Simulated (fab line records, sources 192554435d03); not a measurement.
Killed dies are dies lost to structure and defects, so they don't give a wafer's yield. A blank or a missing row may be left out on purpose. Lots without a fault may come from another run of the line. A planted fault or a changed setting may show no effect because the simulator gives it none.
Which tool did it? | flow n5_finfet | 11 lots, 33 wafers sampled, at 1 step of a route of 1938

WHAT THE GAUGES READ, wafer by wafer
N5_BEOL_M10_CD_MEAS_28: target cd 70 nm.
lot  | measured     | on        | cd_nm (nm)
L460 | day 12 07:37 | cd_sem-01 | 69.4 71.1 70.5
L463 | day 12 17:04 | cd_sem-03 | 70.6 69.2 69.3
L462 | day 12 19:32 | cd_sem-03 | 69.2 69.6 69.2
L464 | day 13 01:29 | cd_sem-03 | 69.5 70.5 70.8
L467 | day 13 08:30 | cd_sem-02 | 68.9 71.2 70.0
L468 | day 14 02:31 | cd_sem-03 | 70.5 70.7 71.0
L469 | day 14 10:01 | cd_sem-01 | 71.5 71.6 70.1
L473 | day 15 01:52 | cd_sem-03 | 68.5 70.4 69.7
L475 | day 15 14:11 | cd_sem-03 | 70.3 70.0 70.1
L478 | day 16 23:07 | cd_sem-03 | 70.4 69.8 70.9
L479 | day 18 06:40 | cd_sem-03 | 70.5 69.4 69.4

WHICH TOOL RAN EACH LOT (tool, then ch and the chambers of the sampled wafers, then the start)
The record holds no process step before these readings.

THE ANSWER, worked out from the rows above alone
Rule: what is usual is taken from the lots themselves. Put in order of their means at a reading, lots are off if they are a third of the lots or fewer, leave a main group of 4 or more, and stand apart from it by a gap of 3 or more times the standard deviation of the main group's means; of several such gaps the widest counts. A main group whose means are all the same, to the digits that the tables above print for the reading, isn't used. A lot without any number at a reading at which 4 lots or more have one is off too. The other lots that the step has rows for count as sound.
No lot is off at any reading shown: from this, nothing can be told.

WHAT THE SIMULATOR HAD PUT IN
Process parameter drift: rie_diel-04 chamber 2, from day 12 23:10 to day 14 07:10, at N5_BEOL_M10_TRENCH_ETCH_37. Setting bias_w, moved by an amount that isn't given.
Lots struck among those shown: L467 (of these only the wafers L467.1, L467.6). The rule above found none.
